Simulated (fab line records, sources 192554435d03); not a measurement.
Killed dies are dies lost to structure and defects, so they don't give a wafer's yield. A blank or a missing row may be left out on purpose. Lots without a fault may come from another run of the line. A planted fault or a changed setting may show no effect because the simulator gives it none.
Split-lot experiment | flow n5_finfet | 7 lots, 21 wafers read, on a route of 1938 steps

THE SPLIT
At N5_BEOL_M3_TRENCH_ETCH_37 (etches SiOC in C4F6/O2, target depth 55.555 nm, time 29.2 s), the setting time_s was moved away from the recipe's 29.2 s on 10 of the 21 wafers read, by -18.5% to +17.0%. The other wafers ran this setting at the recipe's value.

FROM THE SPLIT TO THE READING: what the file shows between them, 2 steps
- N5_BEOL_M3_ETCH_41: etches SiCN in CH3F/O2, target depth 29.9 nm, time 52.5 s
- N5_BEOL_M3_STRIP_97: strips in N2/H2, time 10 s

THE READING
trench_depth_nm, in nm, at N5_BEOL_M3_OCD_MEAS_38. Fault-free wafers of this fab line usually give 55.2 nm, standard deviation 1.2 nm.

wafer  | tool, chamber at the split | time_s as run, s | against the recipe | trench_depth_nm, nm | against lot-mates on the recipe
L075.1 | rie_diel-02, 3             | 29.2             | recipe             | 55.2                | -
L075.2 | rie_diel-02, 2             | 29.2             | recipe             | 55.1                | -
L075.6 | rie_diel-02, 2             | 29.2             | recipe             | 55.5                | -
L078.1 | rie_diel-06, 0             | 29.2             | recipe             | 54.9                | -
L078.3 | rie_diel-06, 1             | 23.79            | -18.5%             | 46.6                | -8.3
L078.5 | rie_diel-06, 3             | 23.79            | -18.5%             | 44.6                | -10.3
L079.1 | rie_diel-06, 3             | 24.58            | -15.8%             | 47.1                | -8.9
L079.3 | rie_diel-06, 0             | 29.2             | recipe             | 55.6                | -
L079.6 | rie_diel-06, 1             | 29.2             | recipe             | 56.5                | -
L081.4 | rie_diel-02, 2             | 29.2             | recipe             | 53.7                | -
L081.5 | rie_diel-02, 3             | 29.2             | recipe             | 54.2                | -
L081.6 | rie_diel-02, 2             | 29.2             | recipe             | 54.8                | -
L086.2 | rie_diel-04, 3             | 26.74            | -8.4%              | 51.8                | -1.7
L086.3 | rie_diel-04, 2             | 29.2             | recipe             | 53.5                | -
L086.4 | rie_diel-04, 0             | 26.74            | -8.4%              | 51.3                | -2.2
L089.2 | rie_diel-06, 1             | 24.84            | -14.9%             | 47.4                | -6.9
L089.3 | rie_diel-06, 0             | 29.2             | recipe             | 54.3                | -
L089.6 | rie_diel-06, 3             | 24.84            | -14.9%             | 46.4                | -7.9
L090.1 | rie_diel-04, 0             | 34.16            | +17.0%             | 65.4                | no lot-mate on the recipe
L090.4 | rie_diel-04, 1             | 34.16            | +17.0%             | 66.9                | no lot-mate on the recipe
L090.5 | rie_diel-04, 0             | 34.16            | +17.0%             | 64.5                | no lot-mate on the recipe

THE FIT
A straight line over all 21 wafers: trench_depth_nm changes by +0.557 nm for each +1% of time_s; r = +0.99; the points scatter about the line by 1 nm.
The same after taking each lot's own level away (the mean of its wafers on the recipe; 18 wafers): +0.497 nm for each +1%; r = +0.97; scatter 0.95 nm.
On that fit, the largest move of time_s shifts the reading by 9.2 nm.
The lots' own levels span 53.50 to 56.05 nm, that is 2.1 times the standard deviation above.
So the lot-to-lot level changes the slope: the two fits differ.
Check: with one of the wafers moved furthest among these (-18.5%) left out of the fit, the line predicts -9.25 nm for it against its lot-mates. It came out at -8.3 nm against them.

THE WHOLE CHAIN: every reading that the file lists as answering this split, in the file's order
step                      | what it does                                                | reading                                                                   | change (the file's fit)               | r (the file's)
N5_BEOL_M3_TRENCH_ETCH_37 | etches SiOC in C4F6/O2, target depth 55.555 nm, time 29.2 s | BEOL_M3.feature_depth_nm (the simulator's own value, which no gauge read) | +0.501 nm for each +1% of the setting | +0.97
N5_BEOL_M3_TRENCH_ETCH_37 | etches SiOC in C4F6/O2, target depth 55.555 nm, time 29.2 s | etch.depth_nm (the simulator's own value, which no gauge read)            | +0.505 nm for each +1% of the setting | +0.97
N5_BEOL_M3_OCD_MEAS_38    |                                                             | trench_depth_nm                                                           | +0.498 nm for each +1% of the setting | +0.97

THE FILE'S OWN FIT
trench_depth_nm changes by +0.498 nm for each +1% of time_s, r = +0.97.
